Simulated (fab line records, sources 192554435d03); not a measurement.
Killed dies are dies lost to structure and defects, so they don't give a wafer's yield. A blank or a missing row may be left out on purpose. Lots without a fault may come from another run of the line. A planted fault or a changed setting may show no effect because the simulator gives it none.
fab line records | flow n5_finfet
record lots=10 wafers=30 last_day=17
route steps=1938 shown FIN_CUT@175 STI_FIN_REVEAL@184 BEOL_M4@1111 PASSIVATION@1936
lots that met no fault: from a run of the same line without faults
start_h: hours from the record's first day to the start of the lot's first wafer shown | wait_h: hours since the lot's step before | " the same as in the row above | L1.1+2: a row that stands for several wafers | - no value, or no start given | * or withheld: withheld | < > ~ a bound
route shown NAME@n: a module of which the file shows steps, and the number in the route of the first | usual: mean/standard deviation of fault-free wafers | same: alike in all rows | chamber/n: place in a boat | sites: the reading at each site | _std_site: their standard deviation | _edge_site: outer sites' mean less inner sites' | radius_mm: how far each site lies from the wafer's centre | mask NAME#n: copy n | behind: the tool/chamber that last shaped the wafer | hold: why the lot was held/for how many hours/how that ended | device: the transistor (n, p or np) that didn't switch | end of line: the same wafers' tests at the end of the route | a step without rows: its recipe alone | killed: dies lost to structure and defects at the first sort, not the wafer's yield | map: a wafer's dies, x killed, . not, _ none there
set.NAME: the setting as run; set.NAME@STEP: as run at that earlier step | model.NAME: the simulator's own value behind a step, which no gauge read
steps of the route over a sample of lots; a table a step, a row a wafer
services: from which hour (start_h, from the record's first day; less than 0 if before it) a tool's chamber was out of use, for how many hours, and why
## steps
# step N5_FIN_CUT_PRECLEAN_35
# recipe time_s=13.3 temp_c=45 pressure_torr=125 p_hf_torr=3 p_coreactant_torr=25 chemistry=vHF
# usual drypump_motor_current_A=5.6/0.38 foreline_p_Torr=0.1280/0.00043 pressure_torr=124.98/0.24
# columns lot.wafer tool chamber start_h wait_h drypump_motor_current_A foreline_p_Torr pressure_torr
L512.3 vapor_etch-02 1 26.70 0.1 5.3 0.1279 125.12
L512.4 " 0 " " 5.3 0.1277 125.05
L512.5 " 0 " " 5.4 0.1294 124.95
L515.2 vapor_etch-02 0 46.11 0.0 5.3 0.1275 124.85
L515.4 " 0 " " 5.3 0.1286 125.09
L515.5 " 1 " " 5.3 0.1282 124.78
L517.1 vapor_etch-01 0 57.64 0.0 6.2 0.1281 124.59
L517.2 " 1 " " 5.9 0.1277 124.86
L517.6 " 0 " " 6.3 0.1281 125.00
L522.2 vapor_etch-01 0 88.85 0.0 6.3 0.1277 124.94
L522.3 " 0 " " 6.3 0.1286 125.01
L522.6 " 1 " " 5.9 0.1275 125.31
L527.1 vapor_etch-02 1 121.07 0.0 5.3 0.1282 124.98
L527.2 " 0 " " 5.3 0.1275 125.67
L527.4 " 1 " " 5.3 0.1281 124.86
L528.2 vapor_etch-01 1 126.44 0.0 5.9 0.1279 124.52
L528.3 " 0 " " 6.3 0.1275 124.72
L528.5 " 1 " " 5.9 0.1279 124.52
L532.1 vapor_etch-02 1 147.98 0.0 5.3 0.1275 124.91
L532.5 " 0 " " 5.4 0.1279 124.67
L532.6 " 1 " " 5.4 0.1275 125.09
L533.2 vapor_etch-01 1 154.85 0.0 5.9 0.1279 125.52
L533.4 " 0 " " 6.2 0.1286 124.90
L533.6 " 0 " " 6.2 0.1277 124.60
L534.1 vapor_etch-01 0 160.20 0.0 6.3 0.1282 125.11
L534.2 " 1 " " 5.9 0.1281 125.18
L534.6 " 0 " " 6.3 0.1272 125.34
L535.2 vapor_etch-02 0 165.41 0.0 5.3 0.1282 125.03
L535.3 " 0 " " 5.3 0.1284 125.27
L535.5 " 0 " " 5.4 0.1281 124.94
# step N5_STI_FIN_REVEAL_ALD_14
# recipe material=Si3N4 target_thk_a=30 temp_c=400 ald_precursor_family=SiH2I2 ald_co_reactant=N2/H2-plasma pressure_torr=2
# usual heater_power_w=839/66
# columns lot.wafer tool chamber start_h wait_h heater_power_w
L512.3 ald_sin-02 0 27.13 0.0 840
L512.4 " 2 " " 872
L512.5 " 0 " " 844
L515.2 ald_sin-01 1 46.56 0.0 788
L515.4 " 0 " " 789
L515.5 " 3 " " 746
L517.1 ald_sin-01 3 58.20 0.0 717
L517.2 " 0 " " 804
L517.6 " 3 " " 722
L522.2 ald_sin-02 2 89.62 0.0 843
L522.3 " 3 " " 786
L522.6 " 1 " " 866
L527.1 ald_sin-01 0 122.13 0.0 820
L527.2 " 3 " " 738
L527.4 " 2 " " 849
L528.2 ald_sin-01 1 126.92 0.0 791
L528.3 " 3 " " 738
L528.5 " 2 " " 839
L532.1 ald_sin-03 3 148.48 0.0 1020
L532.5 " 3 " " 998
L532.6 " 0 " " 779
L533.2 ald_sin-03 2 155.32 0.0 863
L533.4 " 1 " " 858
L533.6 " 1 " " 852
L534.1 ald_sin-02 1 160.85 0.0 851
L534.2 " 0 " " 847
L534.6 " 1 " " 833
L535.2 ald_sin-03 1 166.09 0.0 848
L535.3 " 3 " " 992
L535.5 " 0 " " 773
# step N5_STI_FIN_REVEAL_DENSIFY_30
# recipe temp_c=* time_s=* ambient=N2 idle_temp_c=600 ramp_up_c_per_s=150 ramp_down_c_per_s=60 cool_to_c=600
# usual lamp_power_pct=11.53/0.049 wafer_temp_C_max=*
# columns lot.wafer tool chamber start_h wait_h lamp_power_pct wafer_temp_C_max
L512.3 rtp_anneal-01 0 32.59 0.1 11.55 *
L512.4 " 0 " " 11.59 *
L512.5 " 0 " " 11.59 *
L515.2 rtp_anneal-02 0 51.95 0.1 11.50 *
L515.4 " 0 " " 11.58 *
L515.5 " 0 " " 11.48 *
L517.1 rtp_anneal-01 0 63.58 0.0 11.57 *
L517.2 " 0 " " 11.54 *
L517.6 " 0 " " 11.60 *
L522.2 rtp_anneal-01 0 95.03 0.1 11.54 *
L522.3 " 0 " " 11.48 *
L522.6 " 0 " " 11.51 *
L527.1 rtp_anneal-02 0 127.50 0.0 11.44 *
L527.2 " 0 " " 11.52 *
L527.4 " 0 " " 11.60 *
L528.2 rtp_anneal-02 0 132.31 0.1 11.57 *
L528.3 " 0 " " 11.60 *
L528.5 " 0 " " 11.50 *
L532.1 rtp_anneal-02 0 153.93 0.1 11.51 *
L532.5 " 0 " " 11.54 *
L532.6 " 0 " " 11.52 *
L533.2 rtp_anneal-02 0 160.89 0.1 11.54 *
L533.4 " 0 " " 11.62 *
L533.6 " 0 " " 11.49 *
L534.1 rtp_anneal-01 0 166.21 0.0 11.52 *
L534.2 " 0 " " 11.59 *
L534.6 " 0 " " 11.58 *
L535.2 rtp_anneal-01 0 171.48 0.1 11.51 *
L535.3 " 0 " " 11.57 *
L535.5 " 0 " " 11.63 *
# step N5_STI_FIN_REVEAL_RECESS_09
# recipe chemistry=HF/NH3 target=SiO2 afs_cycles=11 target_depth_a=425 temp_c=30 sublimation_temp_c=180 sublimation_time_s=60
# usual afs_cycles=11/0 drypump_motor_current_A=5.8/0.38 foreline_p_Torr=0.1280/0.00055
# columns lot.wafer tool chamber start_h wait_h afs_cycles drypump_motor_current_A foreline_p_Torr
L512.3 vapor_etch-01 0 33.56 0.6 11 6.2 0.1284
L512.4 " 1 " " 11 5.9 0.1279
L512.5 " 1 " " 11 5.9 0.1282
L515.2 vapor_etch-01 1 52.40 0.0 11 5.9 0.1280
L515.4 " 1 " " 11 5.9 0.1277
L515.5 " 0 " " 11 6.3 0.1276
L517.1 vapor_etch-01 1 64.17 0.0 11 5.9 0.1282
L517.2 " 1 " " 11 5.9 0.1281
L517.6 " 1 66.82 2.7 11 5.9 0.1280
L522.2 vapor_etch-01 0 95.59 0.0 11 6.3 0.1287
L522.3 " 1 " " 11 5.9 0.1277
L522.6 " 0 " " 11 6.3 0.1274
L527.1 vapor_etch-01 0 127.97 0.0 - - -
L527.2 " 1 " " - - -
L527.4 " 0 " " - - -
L528.2 vapor_etch-01 0 132.75 0.0 - - -
L528.3 " 1 " " - - -
L528.5 " 0 " " - - -
L532.1 vapor_etch-02 0 154.72 0.0 11 5.4 0.1287
L532.5 " 1 155.78 1.1 11 5.3 0.1279
L532.6 " 0 " " 11 5.4 0.1282
L533.2 vapor_etch-01 0 161.35 0.0 11 6.2 0.1272
L533.4 " 1 " " 11 5.9 0.1281
L533.6 " 1 " " 11 5.8 0.1282
L534.1 vapor_etch-01 1 166.69 0.0 11 5.9 0.1285
L534.2 " 0 " " 11 6.2 0.1271
L534.6 " 0 167.75 1.1 11 6.2 0.1273
L535.2 vapor_etch-01 1 171.93 0.0 11 5.9 0.1284
L535.3 " 1 " " 11 5.8 0.1277
L535.5 " 1 " " 11 5.9 0.1286
# step N5_STI_FIN_REVEAL_FIN_H_MEAS_10
# usual trench_depth_nm=51.8/0.53
# columns lot.wafer tool chamber start_h wait_h trench_depth_nm
L512.3 ocd-01 - 35.75 0.0 51.8
L512.4 " - " " 51.4
L512.5 " - " " 51.7
L515.2 ocd-02 - 55.10 0.0 52.2
L515.4 " - " " 52.2
L515.5 " - " " 52.2
L517.1 ocd-02 - 68.51 0.0 51.5
L517.2 " - " " 52.4
L517.6 " - " " 51.5
L522.2 ocd-02 - 98.29 0.0 52.3
L522.3 " - " " 52.0
L522.6 " - " " 51.8
L527.1 ocd-02 - 130.67 0.0 -0.8
L527.2 " - " " -0.6
L527.4 " - " " -0.9
L528.2 ocd-02 - 135.45 0.0 0.5
L528.3 " - " " -0.1
L528.5 " - " " 0.1
L532.1 ocd-01 - 157.42 0.0 51.2
L532.5 " - " " 51.7
L532.6 " - " " 51.7
L533.2 ocd-01 - 164.05 0.0 52.2
L533.4 " - " " 52.2
L533.6 " - " " 52.1
L534.1 ocd-01 - 169.41 0.0 51.5
L534.2 " - " " 51.2
L534.6 " - " " 51.0
L535.2 ocd-02 - 174.65 0.0 52.7
L535.3 " - " " 52.5
L535.5 " - " " 52.0
# step N5_BEOL_M4_RC_MEAS_101
# usual DIBL_N=36.3/1.2 DIBL_P=36.1/1.6 IOFF_N=0.161/0.023 IOFF_P=0.209/0.027 ION_N=676/8.9 ION_P=462/5.3 SS_N=71.5/0.51 SS_P=73.2/0.5 VT_N=249.1/2.5 VT_P=-249.9/2.8
# columns lot.wafer tool chamber start_h wait_h DIBL_N[mV/V] DIBL_P[mV/V] IOFF_N[nA/um] IOFF_P[nA/um] ION_N[uA/um] ION_P[uA/um] SS_N[mV/dec] SS_P[mV/dec] VT_N[mV] VT_P[mV]
L512.3 prober-02 0 156.33 0.3 36.5 36.8 0.164 0.203 671 460 71.8 72.7 246.1 -251.8
L512.4 " 0 " " 35.7 35.0 0.142 0.183 672 457 70.8 73.3 247.2 -253.2
L512.5 " 0 " " 34.8 33.1 0.129 0.157 667 451 71.7 73.5 250.9 -255.5
L515.2 prober-02 0 182.19 0.2 35.7 34.7 0.146 0.190 672 463 71.5 72.8 252.3 -249.1
L515.4 " 0 " " 34.9 33.4 0.125 0.172 666 457 70.9 72.9 252.6 -253.1
L515.5 " 0 " " 34.4 33.8 0.125 0.180 667 464 71.1 72.9 252.0 -251.7
L517.1 prober-02 0 196.58 0.0 37.6 36.7 0.184 0.262 682 471 71.5 73.2 245.7 -246.9
L517.2 " 0 " " 36.4 36.1 0.168 0.241 686 468 71.5 73.4 247.2 -244.0
L517.6 " 0 " " 37.9 37.3 0.192 0.272 678 465 71.8 73.4 248.0 -243.8
L522.2 prober-01 0 226.46 0.2 36.6 36.6 0.164 0.206 684 463 71.7 72.9 246.6 -249.0
L522.3 " 0 " " 36.6 37.1 0.165 0.209 687 465 71.4 73.7 249.3 -247.0
L522.6 " 0 " " 36.2 36.4 0.150 0.196 673 457 70.7 73.0 248.3 -250.7
L532.1 prober-02 0 278.72 0.0 36.8 37.2 0.177 0.220 679 460 72.2 73.3 249.4 -250.5
L532.5 " 0 " " 38.2 37.8 0.200 0.232 688 462 71.8 73.2 247.3 -247.2
L532.6 " 0 " " 37.9 37.5 0.186 0.225 680 467 72.0 72.1 247.4 -249.5
L533.2 prober-02 0 284.75 0.2 34.3 35.7 0.117 0.192 663 461 71.9 72.9 254.1 -252.3
L533.4 " 0 " " 35.8 36.9 0.135 0.214 666 463 71.0 73.7 254.6 -249.9
L533.6 " 0 " " 36.0 37.6 0.138 0.222 673 467 71.6 73.1 254.9 -250.0
L534.1 prober-01 0 294.29 0.0 35.6 36.5 0.161 0.215 666 461 71.9 73.0 249.0 -250.2
L534.2 " 0 " " 36.1 37.8 0.182 0.238 681 461 71.8 73.9 246.7 -247.1
L534.6 " 0 " " 36.0 37.2 0.166 0.222 677 462 72.7 73.7 248.1 -251.9
L535.2 prober-01 0 310.37 0.2 37.1 36.4 0.166 0.217 679 465 71.8 73.3 250.1 -246.2
L535.3 " 0 " " 36.0 35.6 0.143 0.202 674 463 71.9 73.1 250.6 -248.4
L535.5 " 0 " " 35.0 34.3 0.132 0.178 662 457 71.6 73.4 251.1 -248.6
# step N5_PASSIVATION_PROBE_49
# usual defect_limited_yield=91.3/1.5 killed_at_M0_to_M3=35/10 killed_at_M4_up=13/5.3 killed_at_contacts=12/5.7 killed_at_front_end=39/11 killed_at_other=3.3/2.7 killed_dies=102/18 killed_on_rim=13/4 killed_open=67/13 killed_short=34/7.8 sort_bin_5_function=5.1/1 sort_bin_6_memory=3.3/0.68 sort_n_pass=1078/18 sort_yield_pct=91.3/1.5
# same gross_dies=1180 killed_at_back_side=0 sort_bin_4_leakage[%]=0 sort_bin_8_speed[%]=0
# columns lot.wafer tool chamber start_h wait_h defect_limited_yield[%] killed_at_M0_to_M3 killed_at_M4_up killed_at_contacts killed_at_front_end killed_at_other killed_dies killed_on_rim killed_open killed_short sort_bin_5_function[%] sort_bin_6_memory[%] sort_n_pass sort_yield_pct[%]
L527.1 prober-02 - 356.71 0.0 0 55 6 11 1108 0 1180 152 68 38 96.0 3.6 0 0
L527.2 prober-02 - 356.76 0.1 0 38 4 15 1121 2 1180 152 67 33 96.1 3.4 0 0
L527.4 prober-02 - 356.86 0.2 0 38 6 10 1125 1 1180 152 64 36 96.4 3.2 0 0
L528.2 prober-02 - 358.53 0.1 0 51 14 8 1107 0 1180 152 59 41 96.4 3.3 0 0
L528.3 prober-02 - 358.58 0.1 0 56 5 5 1114 0 1180 152 67 26 96.4 3.4 0 0
L528.5 prober-02 - 358.68 0.2 0 32 7 10 1125 6 1180 152 50 28 97.3 2.7 0 0
# killed by level:class
L527.1 STI_FIN_REVEAL:area_recess=1074 BEOL_M1:geometric_particle:open=16 BEOL_M0_SAQP:geometric_particle:short=13 BEOL_M0_SAQP:geometric_particle:open=13 FIN_SAQP:geometric_particle:short=12 MOL_CONTACT_COAG:geometric_particle:open=11 BEOL_M2:geometric_particle:open=7 FIN_SAQP:geometric_particle:open=4
L527.2 STI_FIN_REVEAL:area_recess=1080 MOL_CONTACT_COAG:geometric_particle:open=14 BEOL_M0_SAQP:geometric_particle:short=11 STI_FIN_REVEAL:geometric_particle:open=8 BEOL_M0_SAQP:geometric_particle:open=8 FIN_SAQP:geometric_particle:short=6 BEOL_M1:geometric_particle:open=6 FIN_SAQP:geometric_particle:open=5
L527.4 STI_FIN_REVEAL:area_recess=1080 FIN_SAQP:geometric_particle:short=13 BEOL_M0_SAQP:geometric_particle:short=9 BEOL_M1:geometric_particle:open=8 MOL_CONTACT_COAG:geometric_particle:open=7 BEOL_M2:geometric_particle:open=7 STI_FIN_REVEAL:geometric_particle:open=6 BEOL_M0_SAQP:geometric_particle:open=6
L528.2 STI_FIN_REVEAL:area_recess=1077 BEOL_M2:geometric_particle:open=11 BEOL_M3:geometric_particle:open=9 FIN_SAQP:geometric_particle:short=8 BEOL_M0_SAQP:geometric_particle:short=8 FIN_SAQP:geometric_particle:open=7 BEOL_M3:geometric_particle:short=7 BEOL_M0_SAQP:geometric_particle:open=6
L528.3 STI_FIN_REVEAL:area_recess=1085 BEOL_M0_SAQP:geometric_particle:open=16 BEOL_M3:geometric_particle:open=10 BEOL_M1:geometric_particle:open=8 BEOL_M2:geometric_particle:open=8 FIN_SAQP:geometric_particle:short=7 BEOL_M0_SAQP:geometric_particle:short=7 FIN_SAQP:geometric_particle:open=5
L528.5 STI_FIN_REVEAL:area_recess=1100 MOL_CONTACT_COAG:geometric_particle:open=7 BEOL_M0_SAQP:geometric_particle:open=7 BEOL_M3:geometric_particle:open=7 BEOL_M4:geometric_particle:open=6 STARTING-WAFER:geometric_particle:short=6 BEOL_M0_SAQP:geometric_particle:short=5 FIN_SAQP:geometric_particle:open=4
## services
# columns tool chamber start_h hours kind
ald_sin-02 - 6.17 0.3 repair
ald_sin-03 0 7.97 - clean
ald_sin-03 1 7.97 - clean
ald_sin-03 2 7.97 - clean
ald_sin-03 3 7.97 - clean
ald_sin-03 2 16.61 16.4 repair
ald_sin-03 3 20.79 6.5 repair
ald_sin-03 0 33.74 7.6 repair
vapor_etch-01 0 63.46 1.0 repair
ald_sin-03 - 112.71 2.8 pm
ald_sin-01 1 145.72 3.2 repair
vapor_etch-01 - 146.91 0.5 repair
## key
first_sign step=N5_STI_FIN_REVEAL_RECESS_09 reading=tool_record direction=missing
effect step=N5_STI_FIN_REVEAL_FIN_H_MEAS_10 reading=trench_depth_nm direction=down sigmas=99 usual=51.8 struck=-0.3
effect step=N5_PASSIVATION_PROBE_49 reading=killed_at_front_end direction=up sigmas=98 usual=39 struck=1117
more_kills_born_at N5_STI_FIN_REVEAL_RECESS_09@vapor_etch-01=6491
met_at N5_STI_FIN_REVEAL_RECESS_09
struck_lots L527,L528
later_rows_left_out L527.1,L527.2,L527.4,L528.2,L528.3,L528.5
not_acting_at N5_FIN_CUT_PRECLEAN_35,N5_STI_FIN_REVEAL_ALD_14,N5_STI_FIN_REVEAL_DENSIFY_30
onset_between 95.59 127.97
fault kind=skipped_step_whole tool=vapor_etch-01 chamber=- onset_h=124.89 steps=N5_STI_FIN_REVEAL_RECESS_09 scope=struck_lots_only
# later_rows_left_out: the simulator's readings of these wafers behind a module that went badly wrong aren't trusted and aren't shown, but for the sort
